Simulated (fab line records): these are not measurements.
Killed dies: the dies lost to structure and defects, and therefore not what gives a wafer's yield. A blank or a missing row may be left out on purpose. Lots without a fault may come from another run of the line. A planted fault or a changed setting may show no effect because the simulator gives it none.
What tool caused it? ; flow nand_harc ; 18 wafers from 6 lots sampled at 5 of the route's 1159 steps

WHAT THE GAUGES READ, wafer by wafer
NHARC_END_SORT_01.
lot;measured;on;killed_at_array
L666;day 21 18:22;prober-02;673 19 11

TOOL THAT RAN EACH LOT (tool first, then ch and the chambers of the sampled wafers, then the start)
lot;NHARC_A_STAIRCASE_TRIM_222;NHARC_A_STAIRCASE_TRIM_226;NHARC_A_STAIRCASE_ETCH_230;NHARC_A_STAIRCASE_ETCH_232
L659;rie_diel-02 ch 0,1,2, day 11 14:41;rie_diel-02 ch 0,3, no start;rie_diel-01 ch 0,2, no start;rie_diel-01 ch 1,3, no start
L663;rie_diel-01 ch 0,1, day 12 09:38;rie_diel-01 ch 0,1, no start;rie_diel-01 ch 0,1, no start;rie_diel-01 ch 0,2,3, no start
L666;rie_diel-01 ch 0,1,2, day 13 22:10;rie_diel-01 ch 0,1,2, day 21 18:22 or earlier;rie_diel-01 ch 0,1,2, day 21 18:22 or earlier;rie_diel-01 ch 0,1,3, day 21 18:22 or earlier
L672;rie_diel-04 ch 1,3, day 15 02:01;rie_diel-04 ch 1,2, no start;rie_diel-01 ch 1,3, no start;rie_diel-01 ch 1,2, no start
L675;rie_diel-04 ch 1,2,3, day 15 17:51;rie_diel-04 ch 0,2,3, no start;rie_diel-02 ch 0,1, no start;rie_diel-02 ch 0,1, no start
L678;rie_diel-01 ch 0,2, day 16 21:43;rie_diel-01 ch 1,2, no start;rie_diel-01 ch 0,2, no start;rie_diel-01 ch 0,1,2, no start
- NHARC_A_STAIRCASE_TRIM_222: chemistry O2, time 211.2 s.
- NHARC_A_STAIRCASE_TRIM_226: chemistry O2, time 211.2 s.
- NHARC_A_STAIRCASE_ETCH_230: etches the open film in C4F8/O2, target depth 100 nm, time 40.5 s.
- NHARC_A_STAIRCASE_ETCH_232: etches the open film in C4F8/O2, target depth 100 nm, time 40.5 s.

THE ANSWER, worked out from the rows above alone
Rule: the usual values come from the lots themselves. Put in order of their means at a reading, lots are off if they are a third of the lots or fewer, leave a main group of 4 or more, and stand apart from it by a gap of 3 or more times the standard deviation of the main group's means; of several such gaps the widest counts. A main group is skipped when, at the precision printed for the reading in the tables above, its means are all equal. A lot without any number at a reading at which 4 lots or more have one is off too. Where the step has rows for the other lots, those lots are counted as sound.
No lot is off on any of the readings shown, so nothing can be concluded from this.

WHAT WAS PUT IN BY THE SIMULATOR
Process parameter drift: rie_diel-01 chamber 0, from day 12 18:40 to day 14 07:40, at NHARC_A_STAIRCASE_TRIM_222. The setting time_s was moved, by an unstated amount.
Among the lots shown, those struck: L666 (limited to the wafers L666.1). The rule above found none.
